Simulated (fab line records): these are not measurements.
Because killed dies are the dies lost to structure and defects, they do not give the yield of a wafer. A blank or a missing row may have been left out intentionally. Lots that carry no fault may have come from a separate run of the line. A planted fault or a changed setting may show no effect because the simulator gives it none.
Split-lot study -- flow n5_finfet -- 21 wafers read across 7 lots, on a route 1938 steps long

## ON THE SPLIT
At N5_MOL_CONTACT_COAG_COAT_76 (time 60 s, resist thk 10 nm), the setting spin_rpm was moved away from the recipe's 1500 rpm on 4 of the 21 wafers read, by -10.5% to +9.9%. The other wafers ran this setting at the recipe's value.

## FROM THE SPLIT TO THE READING: what the file shows between them, 7 steps
- N5_MOL_CONTACT_COAG_COAT_77: time 60 s, resist thk 10 nm
- N5_MOL_CONTACT_COAG_COAT_78: resist thk 40 nm
- N5_MOL_CONTACT_COAG_DESCUM_88: chemistry O2, time 7 s
- N5_MOL_CONTACT_COAG_ETCH_89: etches underlayer in N2/H2, target depth 13 nm, time 10.4 s
- N5_MOL_CONTACT_COAG_ETCH_90: etches SiARC in CF4, target depth 13 nm, time 21.7 s
- N5_MOL_CONTACT_COAG_ALD_131: deposits SiO2, target thk 5 nm, pulse time 1 s, co reactant pulse time 1 s
- N5_MOL_CONTACT_COAG_ETCHBACK_132: etches SiO2 in CHF3, target depth 10 nm, time 6.7 s

## THE READING
SiARC_of_MOL_CONTACT_COAG_COAT_76.thk_nm (the simulator's own value, which no gauge read), in nm, at N5_MOL_CONTACT_COAG_ETCH_91 (etches SOC in N2/H2, target depth 60 nm, overetch 21 nm, time 101.2 s). The file gives no usual value for it. Here, 17 wafers ran the recipe; their average is 5.8 nm with a standard deviation of 0.047 nm.

wafer,"tool, chamber at the split","spin_rpm as run, rpm",against the recipe,"SiARC_of_MOL_CONTACT_COAG_COAT_76.thk_nm, nm",against lot-mates on the recipe
L074.1,"litho_track-01, 0",1500,recipe,5.8,-
L074.2,"litho_track-01, 0",1500,recipe,5.8,-
L074.4,"litho_track-01, 0",1500,recipe,6,-
L075.3,"litho_track-03, 0",1500,recipe,5.8,-
L075.5,"litho_track-03, 0",1500,recipe,5.8,-
L075.4,"litho_track-03, 0",1649,+9.9%,5.2,-0.6
L076.1,"litho_track-01, 0",1343,-10.5%,6.2,+0.4
L076.4,"litho_track-01, 0",1343,-10.5%,6.4,+0.6
L076.5,"litho_track-01, 0",1500,recipe,5.8,-
L077.1,"litho_track-03, 0",1500,recipe,5.8,-
L077.3,"litho_track-03, 0",1500,recipe,5.8,-
L077.6,"litho_track-03, 0",1500,recipe,5.8,-
L080.4,"litho_track-02, 0",1500,recipe,5.8,-
L080.5,"litho_track-02, 0",1500,recipe,5.8,-
L080.6,"litho_track-02, 0",1500,recipe,5.8,-
L083.1,"litho_track-01, 0",1500,recipe,5.8,-
L083.2,"litho_track-01, 0",1500,recipe,5.8,-
L083.6,"litho_track-01, 0",1500,recipe,5.8,-
L090.4,"litho_track-03, 0",1500,recipe,5.8,-
L090.5,"litho_track-03, 0",1500,recipe,5.8,-
L090.6,"litho_track-03, 0",1377,-8.2%,6.2,+0.4

FIT RESULTS
A straight line over all 21 wafers: SiARC_of_MOL_CONTACT_COAG_COAT_76.thk_nm changes by -0.0511 nm for each +1% of spin_rpm; r = -0.96; the points scatter about the line by 0.061 nm.
The same after taking each lot's own level away (the mean of its wafers on the recipe; 21 wafers): -0.0516 nm for each +1%; r = -0.97; scatter 0.054 nm.
On that fit, the largest move of spin_rpm shifts the reading by 0.54 nm.
Across the lots, their own levels run from 5.80 to 5.87 nm, a range of 1.4 times the standard deviation given above.
Hence the lot-to-lot level has little effect on the slope; both slopes agree.
Check: with one of the wafers moved furthest among these (-10.5%) left out of the fit, the line predicts +0.587 nm for it against its lot-mates. It came out at +0.4 nm against them.

## THE WHOLE CHAIN: every reading that the file lists as answering this split, in the file's order
step,what it does,reading,change (the file's fit),r (the file's)
N5_MOL_CONTACT_COAG_COAT_76,"time 60 s, resist thk 10 nm","SiARC_of_MOL_CONTACT_COAG_COAT_76.thk_nm (the simulator's own value, which no gauge read)",-0.0491 nm for each +1% of the setting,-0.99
N5_MOL_CONTACT_COAG_ETCH_90,"etches SiARC in CF4, target depth 13 nm, time 21.7 s","etch.depth_nm (the simulator's own value, which no gauge read)",-0.053 nm for each +1% of the setting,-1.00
N5_MOL_CONTACT_COAG_ETCH_91,"etches SOC in N2/H2, target depth 60 nm, overetch 21 nm, time 101.2 s","SiARC_of_MOL_CONTACT_COAG_COAT_76.thk_nm (the simulator's own value, which no gauge read)",-0.0525 nm for each +1% of the setting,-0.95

## THE FILE'S OWN FIT
SiARC_of_MOL_CONTACT_COAG_COAT_76.thk_nm changes by -0.0525 nm for each +1% of spin_rpm, r = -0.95.
